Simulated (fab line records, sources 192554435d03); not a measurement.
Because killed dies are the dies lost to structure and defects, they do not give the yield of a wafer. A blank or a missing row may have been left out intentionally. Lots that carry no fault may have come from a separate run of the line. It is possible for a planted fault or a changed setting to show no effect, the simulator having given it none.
Struck lot and sound lot, side by side || flow n5-finfet || 16 steps out of a route of 1938
Sound: these wafers, L462.3, L462.4, L462.6. Struck: wafers L466.1, L466.2, L466.4. The cause comes at the end.
At each step with rows: each side's tool, then ch and its chambers, then its first start. Under that, the readings that differ: sound wafers || struck wafers || difference of the means || sigmas: that difference in standard deviations of wafers without a fault.
alike: readings with means less than 2 such deviations apart, plus words and numbers identical on both sides. not compared: withheld readings, readings lacking a value on some wafer, bounds such as >300 that could conceal the same value, and numbers that have no deviation in the record and whose values overlap.
The two part at a step that has a row with sigmas, a row that says differs or no value, or rows on one side only. Numbers that have no deviation but don't overlap get no sigmas and don't part them. A reading that every wafer of one side lacks parts them only if that side has two wafers or more.

first, 3 steps without rows for these wafers: N5_FIN_SAQP_EXPOSE_13 (exposes mask FIN CORE, target cd 35.6 nm); N5_FIN_SAQP_PEB_14 (peb time 60 s); N5_FIN_SAQP_DEVELOP_15 (develop time 30 s).
N5_FIN_SAQP_CD_MEAS_16: the cd target is 35.6 nm.
  sound on cd-sem-02 ch 0, day 2 22:28; struck on cd-sem-03 ch 0, day 3 22:19
  alike: cd-nm
N5_FIN_SAQP_OVL_MEAS_17:
  sound on overlay-01 ch 0, day 2 22:30; struck on overlay-02 ch 0, day 3 22:21
  alike: FIN_CORE_OVL
N5_FIN_SAQP_INSPECT_18: inspects for defects (brightfield).
  sound: defect-inspect-02 at day 2 22:32; struck: defect-inspect-01 at day 3 22:23
  alike: raw-defect-count
N5_FIN_SAQP_DESCUM_21: chemistry O2, time 7.9 s.
  sound on rie-diel-01 ch 1,2, day 2 22:35; struck on rie-diel-04 ch 0,1,2, day 3 22:58
  alike: drypump-motor-current-A, oes-product-au, rf-vpp-V, showerhead-plenum-p-Torr, throttle-valve-pct
  not compared: rf-hours-counter-h
N5_FIN_SAQP_ETCH_51: etches SiARC in CF4, target depth 45.5 nm, time 75.8 s.
  sound on rie-diel-01 ch 1,2, day 2 22:37; struck on rie-diel-04 ch 0,1,2, day 3 23:00
  alike: drypump-motor-current-A, etch-rf-on-time-s, oes-product-au, rf-vpp-V, showerhead-plenum-p-Torr, throttle-valve-pct
  not compared: rf-hours-counter-h
N5_FIN_SAQP_ETCH_52: etches SOC in N2/H2, target depth 100 nm, overetch 20 nm, time 150 s.
  sound on rie-diel-01 ch 1,2, day 2 22:41; struck on rie-diel-04 ch 0,1,2, day 3 23:04
  alike: drypump-motor-current-A, n2-flow-sccm, oes-product-au, rf-vpp-V, showerhead-plenum-p-Torr, throttle-valve-pct
  not compared: rf-hours-counter-h
then, 1 step without rows for these wafers: N5_FIN_SAQP_STRIP_53 (strips in N2/H2).
N5_FIN_SAQP_HM_OPEN_73: chemistry CHF3/O2, target SiO2, stops on a-Si, target depth 12 nm, time 16.8 s.
  sound on rie-diel-01 ch 1,2, day 2 22:47; struck on rie-diel-04 ch 0,1,2, day 3 23:10
  alike: drypump-motor-current-A, oes_ar_750_au, oes-product-au, rf-vpp-V, showerhead-plenum-p-Torr, throttle-valve-pct
  not compared: rf-hours-counter-h
then, 1 step without rows for these wafers: N5_FIN_SAQP_STRIP_74 (strips in CHF3/O2).
N5_FIN_SAQP_MANDREL_ETCH_22: etches a-Si in HBr/Cl2, stops on SiNx, target depth 60 nm, bt time 10 s, time 30 s.
  sound on rie-si-03 ch 1,3, day 2 22:52; struck on rie-si-03 ch 0,1,2, day 3 23:15
{"reading": "mfc-cl2-sccm (sccm)", "sound": "80.09 79.92 79.85", "struck": "76.16 76.11 75.84", "difference": -3.92, "sigmas": -16}
  alike: HBr_flow_sccm, drypump-motor-current-A, he-backside-leak-sccm, oes-product-au, throttle-valve-pct
  not compared: rf-hours-counter-h
N5_FIN_SAQP_STRIP_55: strips in N2/H2.
  sound on rie-diel-01 ch 1,3, day 2 22:58; struck on rie-diel-04 ch 0,2,3, day 3 23:29
{"reading": "showerhead-plenum-p-Torr (Torr)", "sound": "3.44 3.44 3.43", "struck": "3.29 3.24 3.20", "difference": -0.19, "sigmas": -2}
  alike: drypump-motor-current-A, n2-flow-sccm, oes-product-au, rf-vpp-V, throttle-valve-pct
  not compared: rf-hours-counter-h
-- record jumps: 6 days separate the struck wafers' starts on either side; left off in module FIN_SAQP, taken up again in module BEOL_M4, whose first shown step is the route's number 1111 --
N5_BEOL_M4_RC_MEAS_101:
  sound on prober-02 ch 0, day 9 22:16; struck on prober-02 ch 0, day 9 22:53
  alike: DIBL_N, DIBL_P, IOFF_N, IOFF_P, ION_N, ION_P, SS_N, SS_P, VT_N, VT_P
N5_PASSIVATION_PROBE_49:
  the record holds rows for the sound wafers here (prober-01, day 14 07:54) but none for the struck ones

== WHERE THEY PART ==
First at N5_FIN_SAQP_MANDREL_ETCH_22; last, within this record, at N5_PASSIVATION_PROBE_49.

WHY: the cause the simulator had injected
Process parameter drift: rie-si-03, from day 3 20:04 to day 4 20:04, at N5_FIN_SAQP_MANDREL_ETCH_22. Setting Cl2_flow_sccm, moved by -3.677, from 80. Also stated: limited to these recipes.
